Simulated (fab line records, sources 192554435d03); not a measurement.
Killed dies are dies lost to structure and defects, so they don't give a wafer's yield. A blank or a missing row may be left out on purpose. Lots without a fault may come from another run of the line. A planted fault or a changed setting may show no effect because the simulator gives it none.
Split-lot experiment | flow n5_finfet | 7 lots, 21 wafers read, on a route of 1938 steps

THE SPLIT
At N5_SD_EPI_N_ETCH_16 (etches SiO2 in CHF3/O2, target depth 5 nm), the setting target_depth_a was moved away from the recipe's 50 angstrom on 6 of the 21 wafers read, by -9.2% to +10.7%. The other wafers ran this setting at the recipe's value.

The reading is taken at the split's own step.

THE READING
etch.depth_nm (the simulator's own value, which no gauge read), in nm, at N5_SD_EPI_N_ETCH_16 (etches SiO2 in CHF3/O2, target depth 5 nm). The file gives no usual value for it. The 15 wafers here that ran the recipe average 4.996 nm, standard deviation 0.095 nm.

wafer  | tool, chamber at the split | target_depth_a as run, angstrom | against the recipe | etch.depth_nm, nm | against lot-mates on the recipe
L075.1 | rie_diel-06, 1             | 50                              | recipe             | 4.879             | -
L075.3 | rie_diel-06, 2             | 54.22                           | +8.4%              | 5.443             | +0.564
L075.5 | rie_diel-06, 1             | 54.22                           | +8.4%              | 5.275             | +0.396
L076.1 | rie_diel-06, 1             | 50                              | recipe             | 4.873             | -
L076.2 | rie_diel-06, 2             | 50                              | recipe             | 4.99              | -
L076.4 | rie_diel-06, 3             | 50                              | recipe             | 4.952             | -
L079.1 | rie_diel-06, 0             | 50                              | recipe             | 5.12              | -
L079.2 | rie_diel-06, 1             | 55.33                           | +10.7%             | 5.42              | +0.300
L079.4 | rie_diel-06, 2             | 55.33                           | +10.7%             | 5.526             | +0.406
L084.4 | rie_diel-04, 2             | 50                              | recipe             | 4.983             | -
L084.5 | rie_diel-04, 1             | 50                              | recipe             | 5.212             | -
L084.6 | rie_diel-04, 0             | 50                              | recipe             | 5.007             | -
L088.1 | rie_diel-06, 2             | 50                              | recipe             | 5.029             | -
L088.2 | rie_diel-06, 3             | 50                              | recipe             | 4.86              | -
L088.4 | rie_diel-06, 3             | 45.39                           | -9.2%              | 4.417             | -0.527
L094.1 | rie_diel-02, 0             | 50                              | recipe             | 5.065             | -
L094.5 | rie_diel-02, 3             | 50                              | recipe             | 5.053             | -
L094.6 | rie_diel-02, 2             | 50                              | recipe             | 4.881             | -
L096.1 | rie_diel-06, 2             | 50                              | recipe             | 5.023             | -
L096.4 | rie_diel-06, 2             | 50                              | recipe             | 5.016             | -
L096.6 | rie_diel-06, 0             | 46.34                           | -7.3%              | 4.751             | -0.268

THE FIT
A straight line over all 21 wafers: etch.depth_nm changes by +0.0464 nm for each +1% of target_depth_a; r = +0.92; the points scatter about the line by 0.099 nm.
The same after taking each lot's own level away (the mean of its wafers on the recipe; 21 wafers): +0.0444 nm for each +1%; r = +0.92; scatter 0.092 nm.
On that fit, the largest move of target_depth_a shifts the reading by 0.47 nm.
The lots' own levels span 4.8790 to 5.1200 nm, that is 2.5 times the standard deviation above.
So the lot-to-lot level changes the slope little: the two slopes agree.
Check: with one of the wafers moved furthest among these (+10.7%) left out of the fit, the line predicts +0.521 nm for it against its lot-mates. It came out at +0.3 nm against them.

OTHER SPLITS ON THESE WAFERS
These wafers also went through other splits before the reading. Each is held against what the fit with the lots' levels taken away leaves over:
other split on the same wafers | wafers away from the commonest value | r with etch.depth_nm (lot level and that fit taken away)
N5_SD_EPI_N_PEB_07 peb_temp_c  | 8                                    | +0.03

THE FILE'S OWN FIT
etch.depth_nm changes by +0.0453 nm for each +1% of target_depth_a, r = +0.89.
